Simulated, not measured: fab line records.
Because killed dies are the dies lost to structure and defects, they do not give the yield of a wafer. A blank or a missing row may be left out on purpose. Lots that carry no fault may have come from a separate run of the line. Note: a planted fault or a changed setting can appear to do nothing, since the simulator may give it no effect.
Comparing a struck lot with a sound one | flow n5 finfet | 37 out of 1938 route steps
Sound: the wafers L874.1, L874.2, L874.6. Wafers L866.4, L866.6 were the ones struck. The cause is given at the end.
For every step that has rows: the tool of each side, followed by ch and its chambers, followed by its first start. Under that, the readings that differ: sound wafers | struck wafers | difference of the means | sigmas: that difference in standard deviations of wafers without a fault.
alike: readings whose means differ by less than 2 such deviations, and words and numbers that are the same on both sides. not compared: withheld readings, readings that some wafer has no value for, bounds like >300 that may hide the same value, and numbers for which the record gives no deviation and whose values overlap.
Wherever a step has rows on one side only, a row that says differs or no value, or a row with sigmas, the two part there. Numbers that have no deviation but don't overlap get no sigmas and don't part them. A reading that every wafer of one side lacks parts them only if that side has two wafers or more.

first, 9 steps without rows for these wafers: N5_BEOL_M5_COAT_05 (resist thk 30 nm); N5_BEOL_M5_EBR_07; N5_BEOL_M5_SOFTBAKE_06 (time 60 s); N5_BEOL_M5_EXPOSE_08 (exposes mask M5, target cd 28 nm); N5_BEOL_M5_PEB_09 (peb time 60 s); N5_BEOL_M5_DEVELOP_10 (develop time 30 s); N5_BEOL_M5_DESCUM_16 (chemistry O2, time 7 s); N5_BEOL_M5_ETCH_72 (etches underlayer in N2/H2, target depth 6.5 nm, time 5.2 s); N5_BEOL_M5_ETCH_61 (etches SiARC in CF4, target depth 15.6 nm, time 26 s).
N5_BEOL_M5_ETCH_62: etches SOC in N2/H2, target depth 75 nm, overetch 15 nm, time 112.5 s.
  sound on rie diel-06 ch 0,1,3, day 16 08:17; struck on rie diel-03 ch 1,2, day 17 11:49
  reading                                    | sound        | struck  | difference | sigmas
  model.SiARC_of_BEOL_M5_COAT_60.thk nm (nm) | 7 7 7        | 4.4 4.2 | -2.7       |
  model.BEOL_M5.cd nm (nm)                   | 28.2 28 28.2 | 29.2 29 | +1.0       |
  alike: drypump motor current A, oes product au, rf vpp V, showerhead plenum p Torr, throttle valve pct
  not compared: rf hours counter h
then, 5 steps without rows for these wafers: N5_BEOL_M5_STRIP_63 (strips in N2/H2); N5_BEOL_M5_STRIP_73 (strips in N2/H2); N5_BEOL_M5_STRIP_64 (strips in CF4); N5_BEOL_M5_HM_OPEN_17 (chemistry Cl2/BCl3, target TiN, target depth 20 nm, overetch 6 nm); N5_BEOL_M5_STRIP_19 (strips in O2).
N5_BEOL_M5_CD_MEAS_18: pitch 56 nm, target cd 28 nm.
  struck on cd sem-01, day 17 12:14; sound on cd sem-03, day 16 08:38
  reading    | sound             | struck      | difference | sigmas
  cd nm (nm) | 27.83 28.04 28.09 | 29.54 28.69 | +1.13      | +4
then, 19 steps without rows for these wafers: N5_BEOL_M5_COAT_65 (time 60 s, resist thk 60 nm); N5_BEOL_M5_COAT_66 (time 60 s, resist thk 12 nm); N5_BEOL_M5_COAT_74 (time 60 s, resist thk 5 nm); N5_BEOL_M5_COAT_22 (resist thk 30 nm); N5_BEOL_M5_EBR_24; N5_BEOL_M5_SOFTBAKE_23 (time 60 s); N5_BEOL_M5_EXPOSE_25 (exposes mask V4, defocus 10 nm); N5_BEOL_M5_PEB_26 (peb time 60 s); N5_BEOL_M5_DEVELOP_27 (develop time 30 s); N5_BEOL_M5_DESCUM_33 (chemistry O2, time 7 s); N5_BEOL_M5_ETCH_75 (etches underlayer in N2/H2, target depth 6.5 nm, time 5.2 s); N5_BEOL_M5_ETCH_67 (etches SiARC in CF4, target depth 15.6 nm, time 26 s); N5_BEOL_M5_ETCH_68 (etches SOC in N2/H2, target depth 80 nm, overetch 16 nm, time 120 s); N5_BEOL_M5_STRIP_69 (strips in N2/H2); N5_BEOL_M5_STRIP_76 (strips in N2/H2); N5_BEOL_M5_VIA_ETCH_34 (etches SiCOH lowk in C4F6/O2, target depth 88.3 nm, time 39.2 s); N5_BEOL_M5_STRIP_85 (strips in C4F6/O2); N5_BEOL_M5_STRIP_36 (strips in N2/H2); N5_BEOL_M5_TRENCH_ETCH_37 (etches SiCOH lowk in C4F6/O2, target depth 71.652 nm, time 24.7 s).
N5_BEOL_M5_ETCH_41: etches SiCN in CH3F/O2, target depth 31.5 nm, time 56.7 s.
  sound on rie diel-03 ch 1,2,3; struck on rie diel-03 ch 2,3
  reading                  | sound        | struck  | difference | sigmas
  model.BEOL_M5.cd nm (nm) | 28.2 28 28.2 | 29.4 29 | +1.1       |
  alike: drypump motor current A, oes product au, rf vpp V, showerhead plenum p Torr, throttle valve pct
  not compared: rf hours counter h
following that, these wafers have no rows for 1 step: N5_PASSIVATION_PROBE_49.

WHERE THEY PART
At N5_BEOL_M5_CD_MEAS_18 and nowhere else, as far as this record goes. Later steps at which nothing parts them and some readings are alike: N5_BEOL_M5_ETCH_41.

WHY: what the simulator had put in
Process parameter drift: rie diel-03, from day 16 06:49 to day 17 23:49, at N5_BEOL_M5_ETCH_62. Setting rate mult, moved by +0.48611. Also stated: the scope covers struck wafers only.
